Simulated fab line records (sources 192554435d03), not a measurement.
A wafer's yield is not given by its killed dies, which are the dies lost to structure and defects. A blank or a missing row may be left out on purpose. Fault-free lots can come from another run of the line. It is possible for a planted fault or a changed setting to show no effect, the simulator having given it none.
Matching of chambers / flow n5Finfet / 4 sister chambers for N5_FIN_SAQP_SPACER2_ALD_28 on aldSin-01
The step deposits SiO2, target thk 8.1 nm, pulse time 1 s, purge time 2 s. 8 wafers are shown with their chamber, then 11 later ones without.

## EACH WAFER AND ITS CHAMBER
wafer=L079.6; chamber=3; heaterPowerW (W)=470; susceptorTempC (C)=299.90
wafer=L084.1; chamber=3; heaterPowerW (W)=473; susceptorTempC (C)=300.09
wafer=L084.5; chamber=1; heaterPowerW (W)=460; susceptorTempC (C)=299.93
wafer=L084.6; chamber=0; heaterPowerW (W)=475; susceptorTempC (C)=300.06
wafer=L088.3; chamber=2; heaterPowerW (W)=457; susceptorTempC (C)=299.97
wafer=L088.4; chamber=1; heaterPowerW (W)=459; susceptorTempC (C)=300.10
wafer=L088.6; chamber=0; heaterPowerW (W)=482; susceptorTempC (C)=300.09
wafer=L089.2; chamber=2; heaterPowerW (W)=464; susceptorTempC (C)=300.27

## WAFERS MISSING THEIR CHAMBER
wafer=L089.5; heaterPowerW (W)=457; susceptorTempC (C)=299.96
wafer=L089.6; heaterPowerW (W)=463; susceptorTempC (C)=300.09
wafer=L090.1; heaterPowerW (W)=449; susceptorTempC (C)=300.01
wafer=L090.5; heaterPowerW (W)=451; susceptorTempC (C)=299.79
wafer=L090.6; heaterPowerW (W)=461; susceptorTempC (C)=300.13
wafer=L092.1; heaterPowerW (W)=476; susceptorTempC (C)=300.12
wafer=L092.2; heaterPowerW (W)=463; susceptorTempC (C)=300.21
wafer=L092.4; heaterPowerW (W)=458; susceptorTempC (C)=299.92
wafer=L097.4; heaterPowerW (W)=461; susceptorTempC (C)=299.62
wafer=L097.5; heaterPowerW (W)=485; susceptorTempC (C)=300.04
wafer=L097.6; heaterPowerW (W)=457; susceptorTempC (C)=300.09

## WHICH CHAMBER EACH ONE RAN IN
wafer=L089.5; from the rows above=can't be placed: 1 or 2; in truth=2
wafer=L089.6; from the rows above=can't be placed: 2 or 1 or 3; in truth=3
wafer=L090.1; from the rows above=can't be placed: 1 or 2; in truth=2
wafer=L090.5; from the rows above=can't be placed: 1 or 2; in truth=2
wafer=L090.6; from the rows above=can't be placed: 2 or 1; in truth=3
wafer=L092.1; from the rows above=can't be placed: 0 or 3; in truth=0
wafer=L092.2; from the rows above=can't be placed: 2 or 1 or 3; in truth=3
wafer=L092.4; from the rows above=can't be placed: 1 or 2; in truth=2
wafer=L097.4; from the rows above=can't be placed: 1 or 2 or 3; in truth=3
wafer=L097.5; from the rows above=can't be placed: 0 or 3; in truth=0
wafer=L097.6; from the rows above=can't be placed: 1 or 2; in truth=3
Placed correctly: 0 of 11. Can't be placed from these rows: 11 (the true chamber is among the candidates in 9). Wrongly placed: 0.
How it was worked out, from the rows above alone: a wafer's distance from a chamber is the root of the sum, over the readings, of the square of ((its reading less the chamber's mean) divided by the reading's scatter). The wafer belongs to the nearest chamber; if the next one is less than 2 further off, it can't be placed. Each chamber's mean is taken over the wafers shown for it. The scatter is the square root of a quotient: the sum, over the shown wafers, of each reading's squared deviation from its chamber's mean, divided by wafers minus chambers.
